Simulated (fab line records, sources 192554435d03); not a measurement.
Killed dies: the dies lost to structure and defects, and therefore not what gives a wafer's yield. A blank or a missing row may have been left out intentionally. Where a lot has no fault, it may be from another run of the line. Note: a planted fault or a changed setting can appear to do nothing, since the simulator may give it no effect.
fab line records    flow n5Finfet
record: lots: 7  wafers: 21
route steps=1938 shown ZERO_LAYER@4 WELL_APT@36 FIN_SAQP@103 FIN_CUT@169 DUMMY_GATE@224 SD_EPI_P@295
startH: the number of hours between the record's first day and the start of the first shown wafer of the lot    waitH: hours since the lot's step before    " as in the row above    L1.1+2: one row covering several wafers at once    - either no value or no given start    * or withheld: withheld    < > ~ a bound
route shown NAME@n: a module of which the file shows steps, and the number in the route of the first    usual: mean/standard deviation taken from wafers without a fault    same: alike in all rows    chamber/n: place in a boat    sites: per-site readings    _std_site: the standard deviation of these    _edge_site: the outer-site mean with the inner-site mean subtracted    radiusMm: how far each site lies from the wafer's centre    mask NAME#n: copy n    behind: the most recent tool/chamber to have shaped the wafer    hold: why the lot went on hold/how many hours it stayed there/how the hold came to an end    device: names the non-switching transistor (n, p or np)    end of line: tests run on the same wafers once the route is complete    step lacking rows: just its recipe    killed: not the wafer's yield, but the dies lost to structure and defects at the first sort    map: the dies of a wafer, with x for killed, . for not killed, _ for no die there
set.NAME: the setting the step ran with; set.NAME@STEP: the setting that earlier step ran with    model.NAME: the simulator's own value behind a step, which no gauge read
lots with deliberately changed settings; one table per step, one row per wafer
== steps ==
step: N5_ZERO_LAYER_PECVD_02
recipe: material: SiO2  targetThkA: 100  tempC: 400  precursor: SiH4/N2O  pressureTorr: 0.75  rfW: 275  timeS: 6
lot.wafer  tool      chamber  startH  waitH  set.timeS  model.SiO2_of_ZERO_LAYER_PECVD_02.thkNm
L074.2     pecvd-04  0        12.28   0.0    6          9.872
L074.3     "         1        "       "      6          9.562
L074.4     "         0        "       "      6          9.88
L075.4     pecvd-03  1        18.31   0.1    6          10.06
L075.5     "         2        "       "      6          10.18
L075.6     "         1        "       "      6.319      10.54
L078.1     pecvd-02  1        36.28   0.0    5.467      9.026
L078.2     "         2        "       "      6          10.09
L078.5     "         1        "       "      5.467      9.184
L080.2     pecvd-04  1        48.28   0.0    5.601      9.044
L080.5     "         0        "       "      6          9.971
L080.6     "         1        "       "      5.601      9.202
L086.2     pecvd-03  0        84.28   0.0    6          10.05
L086.3     "         1        "       "      6          9.931
L086.5     "         1        "       "      6          10.21
L092.1     pecvd-02  1        120.32  0.0    6          9.814
L092.5     "         1        "       "      6          10.02
L092.6     "         0        "       "      6          10.08
L093.1     pecvd-04  0        126.47  0.0    5.497      8.947
L093.2     "         1        "       "      6          9.987
L093.6     "         1        "       "      5.497      9.252
step: N5_ZERO_LAYER_EXPOSE_08
recipe: maskId: ZERO  na: 0.55  sourceShape: conventional  sigmaOuter: 0.8  polarization: unpolarized  defocusNm: 0  targetCdNm: 2000  doseMj: 16.2
lot.wafer   tool           chamber  startH  waitH  mask    set.doseMj
L074.2      krfScanner-02  0        12.60   -      ZERO#0  16.79
L074.3+4    "              0        "       "      ZERO#0  16.2
L075.4+6    krfScanner-02  0        18.51   -      ZERO#0  16.2
L075.5      "              0        "       "      ZERO#0  15.37
L078.1+2+5  krfScanner-02  0        36.46   -      ZERO#0  16.2
L080.2+5+6  krfScanner-01  0        48.47   -      ZERO#0  15.22
L086.2+3+5  krfScanner-01  0        84.60   -      ZERO#0  16.2
L092.1+5+6  krfScanner-02  0        120.50  -      ZERO#0  16.2
L093.1      krfScanner-02  0        126.65  -      ZERO#0  16.2
L093.2+6    "              0        "       "      ZERO#0  15.37
step: N5_ZERO_LAYER_PEB_09
recipe: pebTempC: withheld  pebTimeS: *
step: N5_ZERO_LAYER_DEVELOP_10
recipe: developTimeS: 60  rinseLiquid: diw  dry: airSpin  devTempC: 21
step: N5_ZERO_LAYER_HARDBAKE_23
recipe: tempC: 130  timeS: 120
step: N5_ZERO_LAYER_CD_MEAS_11
recipe: targetCdNm: 2000  landingEnergyEv: 500  detector: seInlens
usual: cdNm: 2000.1/1.7
lot.wafer  tool      chamber  startH  waitH  set.doseMj@ZERO_LAYER_EXPOSE_08  cdNm
L074.2     cdSem-03  0        12.77   -      16.79                            2008.8
L074.3     "         0        "       "      16.2                             1997.8
L074.4     "         0        "       "      16.2                             1998.9
L075.4     cdSem-03  0        18.67   -      16.2                             2000.5
L075.5     "         0        "       "      15.37                            1990.9
L075.6     "         0        "       "      16.2                             2003.0
L078.1     cdSem-03  0        36.64   -      16.2                             1996.7
L078.2     "         0        "       "      16.2                             2000.0
L078.5     "         0        "       "      16.2                             1999.8
L080.2     cdSem-02  0        48.64   -      15.22                            1991.3
L080.5     "         0        "       "      15.22                            1984.8
L080.6     "         0        "       "      15.22                            1989.3
L086.2     cdSem-01  0        84.77   -      16.2                             2000.8
L086.3     "         0        "       "      16.2                             2000.5
L086.5     "         0        "       "      16.2                             1999.6
L092.1     cdSem-02  0        120.68  -      16.2                             1998.3
L092.5     "         0        "       "      16.2                             2000.5
L092.6     "         0        "       "      16.2                             2001.0
L093.1     cdSem-01  0        126.83  -      16.2                             2004.4
L093.2     "         0        "       "      15.37                            1990.3
L093.6     "         0        "       "      15.37                            1989.0
step: N5_ZERO_LAYER_DESCUM_16
recipe: chemistry: O2  timeS: 7.9  sourcePowerW: 50  biasPowerW: 20  pressureMtorr: 20  rfFrequencyHz: 2.712e+07  tempC: 40  o2FlowSccm: 225
lot.wafer  tool        chamber  startH  waitH  set.doseMj@ZERO_LAYER_EXPOSE_08  model.ZERO_LAYER.cdNm
L074.2     rieDiel-06  0        12.82   0.0    16.79                            2008
L074.3     "           3        "       "      16.2                             1998
L074.4     "           1        "       "      16.2                             1999
L075.4     rieDiel-05  2        18.73   0.1    16.2                             2001
L075.5     "           1        "       "      15.37                            1991
L075.6     "           0        "       "      16.2                             2003
L078.1     rieDiel-05  1        36.68   0.0    16.2                             1997
L078.2+5   "           0        "       "      16.2                             2000
L080.2     rieDiel-06  0        48.68   0.0    15.22                            1991
L080.5     "           0        "       "      15.22                            1985
L080.6     "           1        "       "      15.22                            1989
L086.2     rieDiel-06  2        84.85   0.1    16.2                             2001
L086.3+5   "           0,3      "       "      16.2                             2000
L092.1     rieDiel-02  2        120.87  0.2    16.2                             1998
L092.5+6   "           2,3      "       "      16.2                             2001
L093.1     rieDiel-02  2        126.87  0.0    16.2                             2004
L093.2     "           3        "       "      15.37                            1991
L093.6     "           1        "       "      15.37                            1989
step: N5_WELL_APT_COAT_19
recipe: spinRpm: 1357  resistThkNm: 950
lot.wafer  tool           chamber  startH  waitH  set.spinRpm  model.coat_of_WELL_APT_COAT_19.thkNm
L074.2     lithoTrack-04  0        -       -      1290         974.6
L074.3     "              0        "       "      1290         973.5
L074.4     "              0        "       "      1290         976.1
L075.4     lithoTrack-05  0        -       -      1312         965
L075.5     "              0        "       "      1312         967.3
L075.6     "              0        "       "      1357         952.2
L078.1     lithoTrack-05  0        -       -      1296         972.3
L078.2     "              0        "       "      1357         951.8
L078.5     "              0        "       "      1357         951.7
L080.2     lithoTrack-05  0        -       -      1357         949.7
L080.5     "              0        "       "      1357         951.1
L080.6     "              0        "       "      1357         952.9
L086.2     lithoTrack-01  0        -       -      1357         949.8
L086.3+5   "              0        "       "      1357         951.4
L092.1     lithoTrack-04  0        -       -      1237         994
L092.5     "              0        "       "      1237         992.7
L092.6     "              0        "       "      1357         950.6
L093.1     lithoTrack-01  0        -       -      1301         973.5
L093.2     "              0        "       "      1301         970.3
L093.6     "              0        "       "      1357         950.9
step: N5_FIN_SAQP_COAT_49
recipe: resist: SOC  tempC: 250  timeS: 60  spinRpm: 1500  resistThkNm: 100
lot.wafer  tool           chamber  startH  waitH  set.spinRpm  model.SOC_of_FIN_SAQP_COAT_49.thkNm
L074.2     lithoTrack-03  0        21.23   0.1    1500         100.7
L074.3     "              0        "       "      1454         102.4
L074.4     "              0        "       "      1500         101
L075.4     lithoTrack-03  0        28.06   0.1    1500         100.7
L075.5     "              0        "       "      1500         100.6
L075.6     "              0        "       "      1366         105.1
L078.1     lithoTrack-01  0        45.55   0.1    1500         100
L078.2     "              0        "       "      1500         99.93
L078.5     "              0        "       "      1399         103.4
L080.2     lithoTrack-03  0        58.11   0.1    1640         95.48
L080.5     "              0        "       "      1500         99.68
L080.6     "              0        "       "      1500         99.82
L086.2+3   lithoTrack-03  0        93.01   0.1    1500         100.3
L086.5     "              0        "       "      1500         100.1
L092.1     lithoTrack-01  0        129.12  0.1    1500         99.92
L092.5     "              0        "       "      1500         99.71
L092.6     "              0        "       "      1412         102.7
L093.1     lithoTrack-03  0        135.34  0.1    1410         103.2
L093.2     "              0        "       "      1500         99.86
L093.6     "              0        "       "      1500         99.85
step: N5_FIN_SAQP_DESCUM_21
recipe: chemistry: O2  timeS: 7.9  sourcePowerW: 50  biasPowerW: 20  pressureMtorr: 20  rfFrequencyHz: 2.712e+07  tempC: 40  resist: CAR-ArF  o2FlowSccm: 225
lot.wafer   tool        chamber  startH  waitH  set.timeS
L074.2+3+4  rieDiel-04  0,2,1    21.89   0.2    7.9
L075.4+6    rieDiel-04  2,0      28.53   0.0    8.876
L075.5      "           1        "       "      7.9
L078.1      rieDiel-03  1        46.43   0.4    8.515
L078.2+5    "           2,1      "       "      7.9
L080.2+5+6  rieDiel-01  3,2,0    58.58   0.0    7.9
L086.2+3+5  rieDiel-04  3,2,0    93.49   0.0    7.9
L092.1+6    rieDiel-03  1,2      129.59  0.0    6.557
L092.5      "           1        "       "      7.9
L093.1+2    rieDiel-01  3,1      136.10  0.3    8.378
L093.6      "           2        "       "      7.9
step: N5_FIN_SAQP_ETCH_51
recipe: chemistry: CF4  target: SiARC  targetDepthA: 455  maskMaterial: CAR-ArF  timeS: 75.8  ionEnergyEv: 80  pressureMtorr: 40  sourceW: 545  biasW: 36  Ar_flow_sccm: 100  cf4FlowSccm: 100  ends: cleared
step: N5_FIN_SAQP_ETCH_52
recipe: chemistry: N2/H2  target: SOC  targetDepthA: 1000  overetchA: 200  maskMaterial: SiARC  tempC: 40  timeS: 150  ionEnergyEv: 200  pressureMtorr: 30  sourceW: 840  biasW: 150  n2FlowSccm: 200  h2FlowSccm: 200  ends: endPoint
lot.wafer  tool        chamber  startH  waitH  set.spinRpm@FIN_SAQP_COAT_49  model.etch.depthNm
L074.2     rieDiel-04  0        21.98   0.0    1500                          100.7
L074.3     "           2        "       "      1454                          102.4
L074.4     "           1        "       "      1500                          101
L075.4     rieDiel-04  2        28.62   0.0    1500                          100.7
L075.5     "           1        "       "      1500                          100.6
L075.6     "           0        "       "      1366                          105.1
L078.1     rieDiel-03  1        46.52   0.0    1500                          100
L078.2     "           2        "       "      1500                          99.93
L078.5     "           1        "       "      1399                          103.4
L080.2     rieDiel-01  3        58.67   0.0    1640                          95.48
L080.5     "           2        "       "      1500                          99.68
L080.6     "           0        "       "      1500                          99.82
L086.2+3   rieDiel-04  3,2      93.58   0.0    1500                          100.3
L086.5     "           0        "       "      1500                          100.1
L092.1     rieDiel-03  1        129.68  0.0    1500                          99.92
L092.5     "           1        "       "      1500                          99.71
L092.6     "           2        "       "      1412                          102.7
L093.1     rieDiel-01  3        136.19  0.0    1410                          103.2
L093.2     "           1        "       "      1500                          99.86
L093.6     "           2        "       "      1500                          99.85
step: N5_FIN_SAQP_STRIP_53
recipe: chemistry: N2/H2  tempC: 40  n2FlowSccm: 200  h2FlowSccm: 200  rfFrequencyHz: 6e+07
step: N5_FIN_SAQP_HM_OPEN_73
recipe: chemistry: CHF3/O2  target: SiO2  stopOn: a-Si  targetDepthA: 120  overEtchFrac: 1.8  maskMaterial: SOC  timeS: 16.8  pressureMtorr: 30  sourceW: 650  biasW: 170  Ar_flow_sccm: 200  CHF3_flow_sccm: 50  O2_flow_sccm: 5  ionEnergyEv: 200  ends: endPoint
step: N5_FIN_SAQP_STRIP_74
recipe: chemistry: CHF3/O2  resist: SiARC  rfFrequencyHz: 6e+07
step: N5_FIN_SAQP_MANDREL_ETCH_22
recipe: targetDepthA: 600  chemistry: HBr/Cl2  target: a-Si  stopOn: SiNx  btTimeS: 10  overEtchFrac: 0.5  timeS: 30  pressureMtorr: 10  icpW: 800  biasW: 75  HBr_flow_sccm: 150  Cl2_flow_sccm: 80  ends: endPoint
lot.wafer  tool      chamber  startH  waitH  set.spinRpm@FIN_SAQP_COAT_49  model.SOC_of_FIN_SAQP_COAT_49.thkNm
L074.2     rieSi-02  3        22.17   0.0    1500                          76.97
L074.3     "         1        "       "      1454                          78.32
L074.4     "         2        "       "      1500                          77.34
L075.4     rieSi-06  0        28.85   0.1    1500                          76.57
L075.5     "         1        "       "      1500                          75.95
L075.6     "         2        "       "      1366                          80.52
L078.1     rieSi-06  2        46.71   0.0    1500                          75.77
L078.2     "         3        "       "      1500                          76.08
L078.5     "         0        "       "      1399                          79.25
L080.2     rieSi-02  0        58.86   0.0    1640                          71.75
L080.5     "         0        "       "      1500                          75.9
L080.6     "         3        "       "      1500                          75.92
L086.2     rieSi-05  2        93.77   0.0    1500                          76.43
L086.3     "         1        "       "      1500                          76.08
L086.5     "         2        "       "      1500                          76.28
L092.1     rieSi-05  0        129.87  0.0    1500                          75.35
L092.5     "         0        "       "      1500                          75.15
L092.6     "         1        "       "      1412                          78.5
L093.1     rieSi-02  0        136.38  0.0    1410                          79.57
L093.2     "         3        "       "      1500                          76.07
L093.6     "         0        "       "      1500                          76.44
step: N5_FIN_CUT_ETCH_21
recipe: chemistry: N2/H2  target: SOC  targetDepthA: 2190  overetchA: 438  maskMaterial: SiARC  tempC: 40  ionEnergyEv: 100  biasW: 61  timeS: 523.5  pressureMtorr: 30  sourceW: 850  n2FlowSccm: 200  h2FlowSccm: 200
usual: rfVppV: 240.7/1.3
lot.wafer  tool        chamber  startH  waitH  set.biasW  rfVppV
L074.2     rieDiel-02  0        27.44   0.0    61         241.2
L074.3     "           2        "       "      61         240.6
L074.4     "           1        "       "      55.23      227.0
L075.4     rieDiel-06  3        35.42   0.0    53.69      222.4
L075.5     "           3        "       "      61         240.8
L075.6     "           0        "       "      61         239.9
L078.1     rieDiel-06  1        52.25   0.0    61         240.3
L078.2     "           2        "       "      61         239.3
L078.5     "           3        "       "      61         242.9
L080.2     rieDiel-02  1        64.29   0.0    61         243.2
L080.5     "           3        "       "      51.88      216.6
L080.6     "           1        "       "      61         240.5
L086.2     rieDiel-02  3        101.17  0.0    61         239.3
L086.3     "           2        "       "      61         239.2
L086.5     "           0        "       "      61         242.5
L092.1     rieDiel-02  1        135.15  0.0    61         241.7
L092.5     "           2        "       "      61         240.0
L092.6     "           1        "       "      61         242.0
L093.1     rieDiel-06  2        141.34  0.0    61         238.0
L093.2     "           1        "       "      66.54      253.1
L093.6     "           3        "       "      61         241.7
step: N5_DUMMY_GATE_COAT_28
recipe: resist: underlayer  tempC: 205  timeS: 60  spinRpm: 1500  resistThkNm: 10
lot.wafer   tool           chamber  startH  waitH  set.spinRpm  model.underlayer_of_DUMMY_GATE_COAT_28.thkNm
L074.2      lithoTrack-05  0        -       -      1500         10
L074.3+4    "              0        "       "      1562         9.8
L075.4+6    lithoTrack-05  0        -       -      1500         10
L075.5      "              0        "       "      1361         10.4
L078.1+2+5  lithoTrack-03  0        -       -      1500         10
L080.2+5    lithoTrack-02  0        -       -      1500         10
L080.6      "              0        "       "      1376         10.4
L086.2+3+5  lithoTrack-05  0        -       -      1500         10
L092.1+6    lithoTrack-03  0        -       -      1615         9.6
L092.5      "              0        "       "      1500         10
L093.1      lithoTrack-05  0        -       -      1500         10
L093.2+6    "              0        "       "      1571         9.8
step: N5_SD_EPI_P_COAT_34
recipe: resist: SOC  tempC: 250  timeS: 60  spinRpm: 1500  resistThkNm: 350
lot.wafer  tool           chamber  startH  waitH  set.spinRpm  model.SOC_of_SD_EPI_P_COAT_34.thkNm
L074.2     lithoTrack-04  0        52.38   0.0    1605         337.6
L074.3     "              0        "       "      1500         350.8
L074.4     "              0        "       "      1605         337.8
L075.4     lithoTrack-04  0        64.46   0.0    1500         351.2
L075.5     "              0        "       "      1500         352.2
L075.6     "              0        "       "      1347         370.2
L078.1     lithoTrack-02  0        79.38   0.0    1500         348.8
L078.2     "              0        "       "      1500         349.8
L078.5     "              0        "       "      1500         349.4
L080.2     lithoTrack-03  0        88.81   0.0    1500         350
L080.5     "              0        "       "      1500         348.4
L080.6     "              0        "       "      1500         348.8
L086.2+5   lithoTrack-04  0        126.01  0.0    1500         352
L086.3     "              0        "       "      1500         351.8
L092.1     lithoTrack-03  0        160.21  0.0    1500         350.4
L092.5     "              0        "       "      1500         350
L092.6     "              0        "       "      1500         351.6
L093.1     lithoTrack-02  0        166.63  0.0    1500         351
L093.2     "              0        "       "      1500         350
L093.6     "              0        "       "      1500         350.2
step: N5_SD_EPI_P_PEB_07
recipe: pebTempC: 110  pebTimeS: 60  resist: CAR-ArF-block
lot.wafer   tool           chamber  startH  waitH  set.pebTimeS
L074.2+3+4  lithoTrack-04  0        52.56   0.0    60
L075.4+5    lithoTrack-04  0        64.77   0.0    52.33
L075.6      "              0        "       "      60
L078.1      lithoTrack-02  0        79.67   0.1    73.49
L078.2+5    "              0        "       "      60
L080.2+5+6  lithoTrack-04  0        88.98   0.0    60
L086.2+3+5  lithoTrack-02  0        126.31  0.0    60
L092.1+5    lithoTrack-02  0        160.38  0.1    60
L092.6      "              0        "       "      50.72
L093.1+6    lithoTrack-02  0        166.93  0.1    60
L093.2      "              0        "       "      71.04
step: N5_SD_EPI_P_DEVELOP_08
recipe: developTimeS: 30  developer: TMAH  resist: CAR-ArF-block  devTempC: 23  rinseLiquid: diw  dry: airSpin
step: N5_SD_EPI_P_CD_MEAS_09
recipe: targetCdNm: 240  landingEnergyEv: 500  detector: seInlens
usual: cdNm: 240.3/0.88
lot.wafer  tool      chamber  startH  waitH  set.pebTimeS@SD_EPI_P_PEB_07  cdNm
L074.2     cdSem-02  0        52.63   -      60                            241.0
L074.3     "         0        "       "      60                            240.6
L074.4     "         0        "       "      60                            239.5
L075.4     cdSem-03  0        64.83   -      52.33                         234.7
L075.5     "         0        "       "      52.33                         235.6
L075.6     "         0        "       "      60                            239.9
L078.1     cdSem-02  0        79.74   -      73.49                         245.7
L078.2     "         0        "       "      60                            239.6
L078.5     "         0        "       "      60                            239.5
L080.2     cdSem-01  0        89.05   -      60                            239.2
L080.5     "         0        "       "      60                            240.0
L080.6     "         0        "       "      60                            239.9
L086.2     cdSem-02  0        126.37  -      60                            238.8
L086.3     "         0        "       "      60                            239.2
L086.5     "         0        "       "      60                            238.7
L092.1     cdSem-02  0        160.45  -      60                            239.5
L092.5     "         0        "       "      60                            239.7
L092.6     "         0        "       "      50.72                         234.8
L093.1     cdSem-01  0        167.00  -      60                            242.2
L093.2     "         0        "       "      71.04                         245.8
L093.6     "         0        "       "      60                            239.6
step: N5_SD_EPI_P_DESCUM_14
recipe: chemistry: O2  timeS: 7.9  sourcePowerW: 50  biasPowerW: 20  pressureMtorr: 20  rfFrequencyHz: 2.712e+07  tempC: 40  resist: CAR-ArF-block  o2FlowSccm: 225
lot.wafer  tool        chamber  startH  waitH  set.pebTimeS@SD_EPI_P_PEB_07  model.SD_EPI_P.cdNm
L074.2     rieDiel-06  2        52.81   0.1    60                            240.8
L074.3     "           1        "       "      60                            240.4
L074.4     "           3        "       "      60                            239.6
L075.4     rieDiel-02  1        65.46   0.6    52.33                         235
L075.5     "           2        "       "      52.33                         235.6
L075.6     "           3        "       "      60                            -
L078.1     rieDiel-05  2        79.97   0.2    73.49                         245.8
L078.2+5   "           1,0      "       "      60                            239.6
L080.2+6   rieDiel-02  1,3      89.14   0.0    60                            239.6
L080.5     "           0        "       "      60                            240
L086.2     rieDiel-05  1        126.46  0.0    60                            239
L086.3     "           3        "       "      60                            239.2
L086.5     "           2        "       "      60                            238.6
L092.1     rieDiel-02  2        160.55  0.0    60                            240
L092.5     "           1        "       "      60                            239.6
L092.6     "           2        "       "      50.72                         234.8
L093.1     rieDiel-06  0        167.09  0.0    60                            241.8
L093.2     "           3        "       "      71.04                         245.6
L093.6     "           3        "       "      60                            239.6
step: N5_SD_EPI_P_ETCH_36
recipe: chemistry: CF4  target: SiARC  targetDepthA: 455  maskMaterial: CAR-ArF-block  timeS: 75.8  ionEnergyEv: 80  pressureMtorr: 40  sourceW: 545  biasW: 36  Ar_flow_sccm: 100  cf4FlowSccm: 100  ends: cleared
lot.wafer  tool        chamber  startH  waitH  set.pebTimeS@SD_EPI_P_PEB_07  model.SD_EPI_P.cdNm
L074.2     rieDiel-06  2        52.85   0.0    60                            240.4
L074.3     "           1        "       "      60                            240.2
L074.4     "           3        "       "      60                            239.2
L075.4     rieDiel-02  1        65.51   0.0    52.33                         234.8
L075.5     "           2        "       "      52.33                         235.6
L075.6     "           3        "       "      60                            239.8
L078.1     rieDiel-05  2        80.01   0.0    73.49                         245.6
L078.2     "           1        "       "      60                            239.4
L078.5     "           0        "       "      60                            239.6
L080.2+5   rieDiel-02  1,0      89.17   0.0    60                            239.8
L080.6     "           3        "       "      60                            239.6
L086.2     rieDiel-05  1        126.50  0.0    60                            239
L086.3     "           3        "       "      60                            239.4
L086.5     "           2        "       "      60                            238.8
L092.1     rieDiel-02  2        160.58  0.0    60                            240
L092.5     "           1        "       "      60                            239.8
L092.6     "           2        "       "      50.72                         234.8
L093.1     rieDiel-06  0        167.12  0.0    60                            242.2
L093.2     "           3        "       "      71.04                         245.4
L093.6     "           3        "       "      60                            239.2
step: N5_SD_EPI_P_ETCH_37
recipe: chemistry: N2/H2  target: SOC  overetchA: 1080  maskMaterial: SiARC  tempC: 40  ionEnergyEv: 100  sourceW: 3000  biasW: 133  pressureMtorr: 20  timeS: 486  n2FlowSccm: 200  h2FlowSccm: 200  ends: endPoint
step: N5_SD_EPI_P_STRIP_38
recipe: chemistry: N2/H2  tempC: 40  n2FlowSccm: 200  h2FlowSccm: 200  rfFrequencyHz: 6e+07
step: N5_SD_EPI_P_ETCHBACK_46
recipe: chemistry: CH3F/O2  mode: anisotropicEtchback  target: SiNx  targetDepthA: 175  stopOn: SiO2  overEtchFrac: 0.3  ionEnergyEv: 120  pressureMtorr: 30  sourceW: 395  biasW: 73  Ar_flow_sccm: 150  CH3F_flow_sccm: 30  O2_flow_sccm: 20
lot.wafer  tool        chamber  startH  waitH  set.pebTimeS@SD_EPI_P_PEB_07  model.SD_EPI_P.cdNm
L074.2     rieDiel-06  2        53.23   0.0    60                            239.8
L074.3     "           1        "       "      60                            238.4
L074.4     "           3        "       "      60                            239.2
L075.4     rieDiel-02  1        65.91   0.1    52.33                         233
L075.5     "           2        "       "      52.33                         236.6
L075.6     "           3        "       "      60                            239
L078.1     rieDiel-05  2        80.39   0.0    73.49                         244.4
L078.2     "           1        "       "      60                            237.6
L078.5     "           0        "       "      60                            239.2
L080.2     rieDiel-02  1        89.55   0.0    60                            237.6
L080.5     "           0        "       "      60                            239.6
L080.6     "           3        "       "      60                            238.8
L086.2     rieDiel-05  1        126.88  0.0    60                            237.2
L086.3     "           3        "       "      60                            238.8
L086.5     "           2        "       "      60                            238.2
L092.1     rieDiel-02  2        160.96  0.0    60                            242
L092.5     "           1        "       "      60                            238.8
L092.6     "           2        "       "      50.72                         237
L093.1     rieDiel-06  0        167.50  0.0    60                            242.4
L093.2     "           3        "       "      71.04                         246.4
L093.6     "           3        "       "      60                            240
== key ==
split: step: N5_ZERO_LAYER_PECVD_02  setting: timeS  stated: 6  by: wafer
response: step: N5_ZERO_LAYER_PECVD_02  reading: model.SiO2_of_ZERO_LAYER_PECVD_02.thkNm  change: +0.108  per: 1%  r: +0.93
split: step: N5_ZERO_LAYER_EXPOSE_08  setting: doseMj  stated: 16.2  by: wafer
response: step: N5_ZERO_LAYER_CD_MEAS_11  reading: cdNm  change: +2.57  per: 1%  r: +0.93
response: step: N5_ZERO_LAYER_DESCUM_16  reading: model.ZERO_LAYER.cdNm  change: +2.52  per: 1%  r: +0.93
split: step: N5_WELL_APT_COAT_19  setting: spinRpm  stated: 1357  by: wafer
response: step: N5_WELL_APT_COAT_19  reading: model.coat_of_WELL_APT_COAT_19.thkNm  change: -4.77  per: 1%  r: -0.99
split: step: N5_FIN_SAQP_COAT_49  setting: spinRpm  stated: 1500  by: wafer
response: step: N5_FIN_SAQP_COAT_49  reading: model.SOC_of_FIN_SAQP_COAT_49.thkNm  change: -0.495  per: 1%  r: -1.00
response: step: N5_FIN_SAQP_ETCH_52  reading: model.etch.depthNm  change: -0.495  per: 1%  r: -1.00
response: step: N5_FIN_SAQP_MANDREL_ETCH_22  reading: model.SOC_of_FIN_SAQP_COAT_49.thkNm  change: -0.485  per: 1%  r: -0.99
split: step: N5_FIN_SAQP_DESCUM_21  setting: timeS  stated: 7.9  by: wafer
response none clear
split: step: N5_FIN_CUT_ETCH_21  setting: biasW  stated: 61  by: wafer
response: step: N5_FIN_CUT_ETCH_21  reading: rfVppV  change: +1.57  per: 1%  r: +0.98
split: step: N5_DUMMY_GATE_COAT_28  setting: spinRpm  stated: 1500  by: wafer
response: step: N5_DUMMY_GATE_COAT_28  reading: model.underlayer_of_DUMMY_GATE_COAT_28.thkNm  change: -0.0469  per: 1%  r: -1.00
split: step: N5_SD_EPI_P_COAT_34  setting: spinRpm  stated: 1500  by: wafer
response: step: N5_SD_EPI_P_COAT_34  reading: model.SOC_of_SD_EPI_P_COAT_34.thkNm  change: -1.83  per: 1%  r: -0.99
split: step: N5_SD_EPI_P_PEB_07  setting: pebTimeS  stated: 60  by: wafer
response: step: N5_SD_EPI_P_CD_MEAS_09  reading: cdNm  change: +0.292  per: 1%  r: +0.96
response: step: N5_SD_EPI_P_DESCUM_14  reading: model.SD_EPI_P.cdNm  change: +0.283  per: 1%  r: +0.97
response: step: N5_SD_EPI_P_ETCH_36  reading: model.SD_EPI_P.cdNm  change: +0.29  per: 1%  r: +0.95
response: step: N5_SD_EPI_P_ETCHBACK_46  reading: model.SD_EPI_P.cdNm  change: +0.27  per: 1%  r: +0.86
